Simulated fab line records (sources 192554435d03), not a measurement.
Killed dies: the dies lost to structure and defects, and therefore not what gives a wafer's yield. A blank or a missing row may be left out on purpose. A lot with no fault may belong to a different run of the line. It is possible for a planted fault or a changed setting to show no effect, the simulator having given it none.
fab line records | flow n5-finfet
record: lots: 9 | wafers: 27 | last-day: 18
route steps=1938 shown MOL_CONTACT_COAG@579 BEOL_M4@1111
lots untouched by any fault: they come from a run of this same line in which no faults occurred
start-h: hours from the record's opening day to when the first of the lot's shown wafers began | wait-h: hours from the lot's prior step to this one | " same as the row above | L1.1+2: one row covering several wafers at once | - no value, or no start was given | * or withheld: withheld | < > ~ a bound
route shown NAME@n: names a module that has steps shown in the file, with the first one's number in the route | usual: average and standard deviation across the fault-free wafers | same: alike in all rows | chamber/n: place in a boat | sites: each site's reading | _std_site: their standard deviation | _edge_site: mean of outer sites minus mean of inner sites | radius-mm: how far each site lies from the wafer's centre | mask NAME#n: copy n | behind: tool/chamber where the wafer was last shaped | hold: what put the lot on hold/how long, in hours/how the hold closed | device: which transistor (n, p or np) failed to switch | end of line: the same wafers' tests at the end of the route | a step with no rows: only its recipe | killed: dies lost to structure and defects at the first sort, not the wafer's yield | map: shows each die of a wafer: x if killed, . if not, _ if none is there
set.NAME: the setting that was run; set.NAME@STEP: the one run at that earlier step | model.NAME: the simulator's own value behind a step, which no gauge read
route steps across a sampled set of lots; one table per step, one row per wafer
services: a tool's chamber out of use, with start hour (start-h, from the record's first day; less than 0 if before it), hours out, and reason
== steps ==
step: N5_MOL_CONTACT_COAG_ALD_131
recipe: material: SiO2 | target-thk-a: 50 | temp-c: 100 | ald-precursor-family: BDEAS | ald-co-reactant: O2-plasma | pulse-time-s: 1 | co-reactant-pulse-time-s: 1 | purge-time-s: 2 | co-reactant-purge-time-s: 2 | ald-cycles: 35 | pressure-torr: 2
usual: heater-power-w: 72/6.2 | precursor-pulse-height-rel: 1.000/0.022
lot.wafer | tool       | chamber | start-h | wait-h | heater-power-w | precursor-pulse-height-rel | since-wet-clean-h
L754.2    | ald-sin-02 | 2       | 101.74  | 0.3    | 68             | 1.003                      | 3
L754.3    | "          | 3       | "       | "      | 71             | 1.023                      | 3
L754.6    | "          | 2       | "       | "      | 67             | 0.973                      | -
L755.1    | ald-sin-01 | 0       | 102.54  | 0.1    | 64             | 1.001                      | 292
L755.3    | "          | 1       | "       | "      | 80             | 0.993                      | 292
L755.5    | "          | 1       | "       | "      | 78             | 1.014                      | -
L763.1    | ald-sin-01 | 3       | 152.05  | 0.1    | 86             | 0.996                      | 341
L763.3    | "          | 1       | "       | "      | 77             | 0.997                      | 341
L763.5    | "          | 2       | "       | "      | 80             | 0.981                      | -
L764.3    | ald-sin-04 | 0       | 153.15  | 0.1    | 59             | 1.018                      | 251
L764.4    | "          | 3       | "       | "      | 75             | 0.987                      | 251
L764.6    | "          | 0       | "       | "      | 61             | 1.001                      | -
L771.3    | ald-sin-01 | 2       | 205.68  | 0.1    | 84             | 1.007                      | 14
L771.5    | "          | 3       | "       | "      | 87             | 0.985                      | -
L771.6    | "          | 0       | "       | "      | 64             | 1.008                      | -
L773.2    | ald-sin-01 | 2       | 212.71  | 0.1    | 85             | 0.991                      | 21
L773.4    | "          | 0       | "       | "      | 66             | 1.005                      | 21
L773.6    | "          | 1       | "       | "      | 79             | 0.998                      | -
L772.1    | ald-sin-04 | 3       | 221.34  | 0.2    | 75             | 0.989                      | 319
L772.2    | "          | 1       | "       | "      | 76             | 0.974                      | 319
L772.3    | "          | 2       | "       | "      | 70             | 1.019                      | 319
L775.1    | ald-sin-02 | 1       | 227.70  | 0.1    | 68             | 1.016                      | 128
L775.3    | "          | 3       | "       | "      | 71             | 0.998                      | 128
L775.6    | "          | 2       | "       | "      | 69             | 0.981                      | -
L776.1    | ald-sin-02 | 2       | 231.04  | 0.1    | 66             | 0.977                      | 132
L776.4    | "          | 1       | "       | "      | 69             | 0.970                      | 132
L776.5    | "          | 1       | "       | "      | 68             | 0.993                      | -
step: N5_MOL_CONTACT_COAG_ETCH_124
recipe: chemistry: CH3F/O2 | target: SiNx | target-depth-a: 65 | mask-material: SOC | stop-on: SiOC | over-etch-frac: 0.3 | ion-energy-ev: 120 | pressure-mtorr: 30 | source-w: 395 | bias-w: 73 | Ar_flow_sccm: 150 | CH3F_flow_sccm: 30 | O2_flow_sccm: 20 | ends: end-point
usual: drypump-motor-current-A: 5.8/0.47 | oes-product-au: 0.70/0.074 | over-etch-frac: 0.3/0 | rf-vpp-V: 299/5.3 | showerhead-plenum-p-Torr: 2.01/0.065 | throttle-valve-pct: 16.21/0.23
lot.wafer | tool        | chamber | start-h | wait-h | drypump-motor-current-A | oes-product-au | over-etch-frac | rf-hours-counter-h | rf-vpp-V | showerhead-plenum-p-Torr | throttle-valve-pct
L754.2    | rie-diel-05 | 0       | 103.36  | 0.0    | 5.8                     | 0.83           | 0.3            | 2                  | 293      | 1.96                     | 16.02
L754.3    | "           | 1       | "       | "      | 5.6                     | 0.76           | 0.3            | 19                 | 296      | 1.95                     | 16.17
L754.6    | "           | 2       | "       | "      | 6.5                     | 0.62           | 0.3            | -                  | 293      | 2.07                     | 16.66
L755.1    | rie-diel-05 | 2       | 104.28  | 0.0    | 6.5                     | 0.61           | 0.3            | 215                | 294      | 2.07                     | 16.66
L755.3    | "           | 1       | "       | "      | 5.7                     | 0.78           | 0.3            | 19                 | 298      | 1.95                     | 16.19
L755.5    | "           | 1       | "       | "      | 5.6                     | 0.76           | 0.3            | -                  | 297      | 1.95                     | 16.19
L763.1    | rie-diel-05 | 1       | 154.02  | 0.0    | 5.6                     | 0.65           | 0.62887        | 37                 | 295      | 1.95                     | 16.22
L763.3    | "           | 0       | "       | "      | 5.8                     | 0.79           | 0.3            | 17                 | 294      | 1.95                     | 16.07
L763.5    | "           | 1       | "       | "      | 5.6                     | 0.66           | 0.62887        | -                  | 298      | 1.95                     | 16.23
L764.3    | rie-diel-05 | 1       | 155.44  | 0.0    | 5.6                     | 0.65           | 0.62887        | 38                 | 297      | 1.95                     | 16.23
L764.4    | "           | 0       | "       | "      | 5.7                     | 0.79           | 0.3            | 18                 | 294      | 1.95                     | 16.06
L764.6    | "           | 2       | "       | "      | 6.5                     | 0.59           | 0.3            | -                  | 293      | 2.07                     | 16.71
L771.3    | rie-diel-02 | 3       | 207.55  | 0.0    | 5.7                     | 0.75           | 0.3            | 26                 | 309      | 2.04                     | 15.91
L771.5    | "           | 2       | "       | "      | 6.2                     | 0.69           | 0.3            | -                  | 289      | 2.09                     | 16.03
L771.6    | "           | 1       | "       | "      | 5.2                     | 0.72           | 0.3            | -                  | 298      | 2.02                     | 16.16
L773.2    | rie-diel-02 | 0       | 214.32  | 0.0    | 5.8                     | 0.61           | 0.3            | 204                | 307      | 1.90                     | 16.35
L773.4    | "           | 3       | "       | "      | 5.7                     | 0.76           | 0.3            | 28                 | 307      | 2.04                     | 15.91
L773.6    | "           | 1       | "       | "      | 5.2                     | 0.72           | 0.3            | -                  | 297      | 2.02                     | 16.15
L772.1    | rie-diel-02 | 2       | 223.07  | 0.0    | 6.2                     | 0.69           | 0.3            | 94                 | 290      | 2.09                     | 16.06
L772.2    | "           | 1       | "       | "      | 5.2                     | 0.72           | 0.3            | 71                 | 297      | 2.02                     | 16.16
L772.3    | "           | 3       | "       | "      | 5.7                     | 0.74           | 0.3            | 31                 | 308      | 2.04                     | 15.92
L775.1    | rie-diel-04 | 0       | 229.32  | 0.0    | 5.2                     | 0.77           | 0.3            | 13                 | 309      | 1.95                     | 15.72
L775.3    | "           | 3       | "       | "      | 6.5                     | 0.60           | 0.3            | 221                | 298      | 2.05                     | 16.39
L775.6    | "           | 1       | "       | "      | 5.4                     | 0.72           | 0.3            | -                  | 302      | 2.03                     | 16.14
L776.1    | rie-diel-04 | 3       | 234.22  | 0.0    | 6.5                     | 0.61           | 0.3            | 224                | 299      | 2.05                     | 16.38
L776.4    | "           | 3       | "       | "      | 6.5                     | 0.61           | 0.3            | -                  | 299      | 2.05                     | 16.39
L776.5    | "           | 0       | "       | "      | 5.2                     | 0.76           | 0.3            | -                  | 306      | 1.95                     | 15.72
step: N5_MOL_CONTACT_COAG_ETCH_48
recipe: chemistry: C4F6/O2 | target-depth-a: 150 | overetch-a: 45 | mask-material: SOC | target: SiOC | bias-w: 465 | pressure-mtorr: 10 | time-s: 17 | source-w: 335 | Ar_flow_sccm: 300 | C4F6_flow_sccm: 10 | O2_flow_sccm: 10 | ion-energy-ev: 576
usual: drypump-motor-current-A: 5.8/0.47 | oes-product-au: 0.68/0.079 | rf-vpp-V: 1595/27 | showerhead-plenum-p-Torr: 2.86/0.089 | throttle-valve-pct: 40.45/0.27
lot.wafer | tool        | chamber | start-h | wait-h | drypump-motor-current-A | oes-product-au | rf-hours-counter-h | rf-vpp-V | showerhead-plenum-p-Torr | throttle-valve-pct
L754.2    | rie-diel-05 | 0       | 103.40  | 0.0    | 5.8                     | 0.81           | 2                  | 1575     | 2.78                     | 40.46
L754.3    | "           | 1       | "       | "      | 5.7                     | 0.68           | 19                 | 1587     | 2.77                     | 40.67
L754.6    | "           | 2       | "       | "      | 6.5                     | 0.60           | -                  | 1567     | 2.94                     | 40.69
L755.1    | rie-diel-05 | 2       | 104.32  | 0.0    | 6.5                     | 0.62           | 215                | 1567     | 2.94                     | 40.70
L755.3    | "           | 1       | "       | "      | 5.6                     | 0.79           | 19                 | 1587     | 2.77                     | 40.70
L755.5    | "           | 1       | "       | "      | 5.6                     | 0.79           | -                  | 1586     | 2.78                     | 40.71
L763.1    | rie-diel-05 | 1       | 154.06  | 0.0    | 5.7                     | 0.77           | 37                 | 1587     | 2.77                     | 40.73
L763.3    | "           | 0       | "       | "      | 5.7                     | 0.78           | 17                 | 1575     | 2.77                     | 40.48
L763.5    | "           | 1       | "       | "      | 5.7                     | 0.75           | -                  | 1586     | 2.77                     | 40.71
L764.3    | rie-diel-05 | 1       | 155.48  | 0.0    | 5.6                     | 0.78           | 38                 | 1587     | 2.77                     | 40.74
L764.4    | "           | 0       | "       | "      | 5.8                     | 0.77           | 18                 | 1573     | 2.77                     | 40.46
L764.6    | "           | 2       | "       | "      | 6.5                     | 0.58           | -                  | 1566     | 2.93                     | 40.70
L771.3    | rie-diel-02 | 3       | 207.59  | 0.0    | 5.7                     | 0.73           | 26                 | 1643     | 2.89                     | 40.45
L771.5    | "           | 2       | "       | "      | 6.2                     | 0.71           | -                  | 1544     | 2.96                     | 40.11
L771.6    | "           | 1       | "       | "      | 5.2                     | 0.76           | -                  | 1585     | 2.87                     | 39.95
L773.2    | rie-diel-02 | 0       | 214.36  | 0.0    | 5.8                     | 0.56           | 204                | 1633     | 2.70                     | 40.32
L773.4    | "           | 3       | "       | "      | 5.6                     | 0.67           | 28                 | 1642     | 2.89                     | 40.44
L773.6    | "           | 1       | "       | "      | 5.3                     | 0.65           | -                  | 1587     | 2.86                     | 39.94
L772.1    | rie-diel-02 | 2       | 223.11  | 0.0    | 6.2                     | 0.74           | 94                 | 1544     | 2.96                     | 40.13
L772.2    | "           | 1       | "       | "      | 5.3                     | 0.74           | 71                 | 1587     | 2.86                     | 39.95
L772.3    | "           | 3       | "       | "      | 5.7                     | 0.75           | 31                 | 1642     | 2.89                     | 40.47
L775.1    | rie-diel-04 | 0       | 229.36  | 0.0    | 5.2                     | 0.71           | 13                 | 1638     | 2.78                     | 40.04
L775.3    | "           | 3       | "       | "      | 6.5                     | 0.54           | 221                | 1596     | 2.90                     | 40.77
L775.6    | "           | 1       | "       | "      | 5.4                     | 0.66           | -                  | 1607     | 2.87                     | 40.30
L776.1    | rie-diel-04 | 3       | 234.26  | 0.0    | 6.5                     | 0.58           | 224                | 1596     | 2.90                     | 40.77
L776.4    | "           | 3       | "       | "      | 6.5                     | 0.60           | -                  | 1596     | 2.90                     | 40.78
L776.5    | "           | 0       | "       | "      | 5.2                     | 0.78           | -                  | 1638     | 2.78                     | 40.09
step: N5_MOL_CONTACT_COAG_CVD_140
recipe: material: W | target-thk-a: 665 | mode: selective-fill | temp-c: 300 | time-s: 215
usual: heater-power-w: 510/21
lot.wafer | tool     | chamber | start-h | wait-h | heater-power-w | since-wet-clean-h
L754.2    | cvd-w-02 | 0       | 103.81  | 0.1    | 522            | 272
L754.3    | "        | 0       | "       | "      | 524            | -
L754.6    | "        | 0       | "       | "      | 525            | -
L755.1    | cvd-w-01 | 1       | 104.73  | 0.1    | 539            | 787
L755.3    | "        | 1       | "       | "      | 537            | -
L755.5    | "        | 1       | "       | "      | 540            | -
L763.1    | cvd-w-01 | 0       | 154.56  | 0.1    | 493            | 837
L763.3    | "        | 0       | "       | "      | 496            | -
L763.5    | "        | 0       | "       | "      | 493            | -
L764.3    | cvd-w-02 | 1       | 155.99  | 0.1    | 480            | -
L764.4    | "        | 0       | "       | "      | 527            | -
L764.6    | "        | 0       | "       | "      | 524            | -
L771.3    | cvd-w-01 | 0       | 208.09  | 0.1    | 510            | -
L771.5    | "        | 0       | "       | "      | 498            | -
L771.6    | "        | 1       | "       | "      | 547            | -
L773.2    | cvd-w-02 | 0       | 214.77  | 0.1    | 526            | 383
L773.4    | "        | 1       | "       | "      | 492            | -
L773.6    | "        | 1       | "       | "      | 483            | -
L772.1    | cvd-w-02 | 0       | 223.53  | 0.1    | 520            | 392
L772.2    | "        | 1       | "       | "      | 483            | 392
L772.3    | "        | 1       | "       | "      | 476            | -
L775.1    | cvd-w-02 | 0       | 229.77  | 0.1    | 531            | 398
L775.3    | "        | 0       | "       | "      | 524            | -
L775.6    | "        | 0       | "       | "      | 531            | -
L776.1    | cvd-w-02 | 1       | 234.71  | 0.1    | 488            | 403
L776.4    | "        | 0       | "       | "      | 514            | -
L776.5    | "        | 1       | "       | "      | 490            | -
step: N5_BEOL_M4_RC_MEAS_101
usual: DIBL_N: 36.2/1.6 | DIBL_P: 36.5/1.9 | IOFF_N: 0.158/0.027 | IOFF_P: 0.21/0.038 | ION_N: 675/12 | ION_P: 464/8.9 | SS_N: 71.5/0.61 | SS_P: 73.4/0.59 | VT_N: 250.4/3 | VT_P: -250/3.6
lot.wafer | tool      | chamber | start-h | wait-h | DIBL_N[mV/V] | DIBL_P[mV/V] | IOFF_N[nA/um] | IOFF_P[nA/um] | ION_N[uA/um] | ION_P[uA/um] | SS_N[mV/dec] | SS_P[mV/dec] | VT_N[mV] | VT_P[mV]
L755.1    | prober-01 | 0       | 164.40  | 0.0    | 37.7         | 38.5         | 0.175         | 0.26          | 683          | 474          | 72.3         | 74.0         | 251.0    | -247
L755.3    | "         | 0       | "       | "      | 36.3         | 36.5         | 0.146         | 0.22          | 676          | 472          | 71.1         | 73.0         | 251.9    | -250
L755.5    | "         | 0       | "       | "      | 38.5         | 39.0         | 0.194         | 0.27          | 683          | 468          | 72.0         | 74.1         | 247.4    | -245
L754.2    | prober-02 | 0       | 167.34  | 0.2    | 34.3         | 35.5         | 0.138         | 0.19          | 668          | 457          | 70.9         | 72.3         | 252.3    | -251
L754.3    | "         | 0       | "       | "      | 36.1         | 38.0         | 0.161         | 0.24          | 682          | 466          | 71.5         | 72.9         | 252.3    | -251
L754.6    | "         | 0       | "       | "      | 36.9         | 38.7         | 0.184         | 0.25          | 688          | 465          | 72.0         | 73.2         | 249.9    | -246
L764.3    | prober-01 | 0       | 217.45  | 0.3    | 35.0         | 35.7         | 0.139         | 0.19          | 672          | 468          | 71.4         | 73.3         | 252.1    | -252
L764.4    | "         | 0       | "       | "      | 35.1         | 35.6         | 0.144         | 0.20          | 683          | 468          | 71.3         | 72.9         | 252.2    | -251
L764.6    | "         | 0       | "       | "      | 34.2         | 33.3         | 0.128         | 0.17          | 671          | 462          | 70.5         | 73.1         | 254.2    | -252
L763.1    | prober-02 | 0       | 218.98  | 0.0    | 37.6         | 38.5         | 0.184         | 0.24          | 698          | 475          | 72.1         | 73.9         | 245.7    | -249
L763.3    | "         | 0       | "       | "      | 35.8         | 37.4         | 0.158         | 0.22          | 686          | 467          | 71.1         | 73.5         | 250.7    | -249
L763.5    | "         | 0       | "       | "      | 35.6         | 37.4         | 0.165         | 0.22          | 696          | 477          | 71.1         | 73.4         | 247.4    | -248
L773.2    | prober-01 | 0       | 276.87  | 0.2    | 37.6         | 39.8         | 0.205         | 0.24          | 676          | 460          | 72.9         | 74.1         | 246.6    | -249
L773.4    | "         | 0       | "       | "      | 35.3         | 38.0         | 0.153         | 0.21          | 669          | 462          | 71.9         | 74.0         | 252.0    | -251
L773.6    | "         | 0       | "       | "      | 34.3         | 36.5         | 0.132         | 0.18          | 658          | 459          | 71.9         | 73.4         | 253.2    | -253
L771.3    | prober-01 | 0       | 279.92  | 0.3    | 36.6         | 37.1         | 0.172         | 0.21          | 666          | 463          | 72.4         | 72.5         | 249.4    | -252
L771.5    | "         | 0       | "       | "      | 37.2         | 37.6         | 0.176         | 0.22          | 669          | 458          | 72.7         | 74.3         | 250.6    | -252
L771.6    | "         | 0       | "       | "      | 35.2         | 36.7         | 0.142         | 0.20          | 673          | 462          | 71.5         | 73.6         | 252.4    | -253
L772.1    | prober-01 | 0       | 281.24  | 0.0    | 35.9         | 35.2         | 0.144         | 0.20          | 699          | 475          | 71.7         | 73.5         | 248.9    | -250
L772.2    | "         | 0       | "       | "      | 37.0         | 37.2         | 0.162         | 0.23          | 691          | 467          | 71.6         | 74.1         | 248.4    | -251
L772.3    | "         | 0       | "       | "      | 38.6         | 40.1         | 0.212         | 0.30          | 705          | 488          | 72.1         | 74.0         | 245.7    | -242
L775.1    | prober-02 | 0       | 302.58  | 0.0    | 35.7         | 35.7         | 0.158         | 0.18          | 677          | 459          | 71.2         | 72.7         | 248.8    | -254
L775.3    | "         | 0       | "       | "      | 36.8         | 38.1         | 0.175         | 0.23          | 666          | 457          | 71.6         | 73.8         | 247.5    | -250
L775.6    | "         | 0       | "       | "      | 35.6         | 36.5         | 0.165         | 0.20          | 677          | 468          | 71.4         | 72.8         | 248.2    | -251
L776.1    | prober-02 | 0       | 320.57  | 0.0    | 35.0         | 34.8         | 0.149         | 0.22          | 664          | 463          | 71.1         | 72.8         | 250.4    | -248
L776.4    | "         | 0       | "       | "      | 34.2         | 34.5         | 0.141         | 0.22          | 686          | 482          | 70.4         | 73.0         | 249.9    | -248
L776.5    | "         | 0       | "       | "      | 32.9         | 33.3         | 0.116         | 0.19          | 666          | 469          | 71.3         | 73.1         | 252.7    | -251
== services ==
tool        | chamber | start-h | hours | kind
rie-diel-05 | 0       | 81.23   | -     | clean
rie-diel-05 | 0       | 81.23   | -     | consumable-replace:focus-ring
rie-diel-05 | 0       | 81.23   | 18.0  | scheduled-down
rie-diel-05 | 0       | 81.23   | 18.0  | vent-cycle
cvd-w-01    | -       | 83.29   | 2.8   | pm
ald-sin-02  | -       | 85.25   | 14.0  | pm
ald-sin-01  | 1       | 92.58   | 4.3   | repair
rie-diel-02 | -       | 93.56   | 0.3   | repair
ald-sin-04  | -       | 112.99  | 6.1   | pm
rie-diel-02 | 3       | 113.81  | -     | clean
rie-diel-02 | 3       | 113.81  | -     | consumable-replace:focus-ring
cvd-w-01    | 1       | 152.46  | 13.0  | repair
rie-diel-04 | 0       | 163.15  | -     | clean
rie-diel-04 | 2       | 165.46  | 6.9   | repair
ald-sin-01  | -       | 178.05  | 14.0  | pm
rie-diel-05 | 2       | 206.62  | -     | clean
rie-diel-05 | 2       | 206.62  | -     | consumable-replace:focus-ring
rie-diel-05 | 2       | 206.62  | 23.4  | scheduled-down
rie-diel-05 | 2       | 206.62  | 23.4  | vent-cycle
ald-sin-04  | -       | 210.37  | 2.8   | pm
rie-diel-04 | 0       | 212.51  | 4.9   | repair
rie-diel-04 | 2       | 214.43  | 1.4   | repair
ald-sin-04  | -       | 219.39  | 0.8   | repair
ald-sin-01  | 2       | 226.88  | 7.2   | repair
== key ==
first-sign: step: N5_MOL_CONTACT_COAG_ETCH_124 | reading: over-etch-frac | direction: up | sigmas: 99+ | usual: 0.3 | struck: 0.62887
effect none on later readings
met-at N5_MOL_CONTACT_COAG_ETCH_124
struck-lots L763,L764
struck-wafers L763.1,L763.5,L764.3
not-acting-at N5_MOL_CONTACT_COAG_ALD_131,N5_MOL_CONTACT_COAG_ETCH_48,N5_MOL_CONTACT_COAG_CVD_140
onset-between 104.28 154.02
fault: kind: process-parameter-drift | tool: rie-diel-05 | chamber: 1 | onset-h: 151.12 | steps: N5_MOL_CONTACT_COAG_ETCH_124 | channel: over-etch-frac | offset: 0.32887 | shape: step | end-h: 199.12 | acts-in: these-recipes-only | stated: 0.3
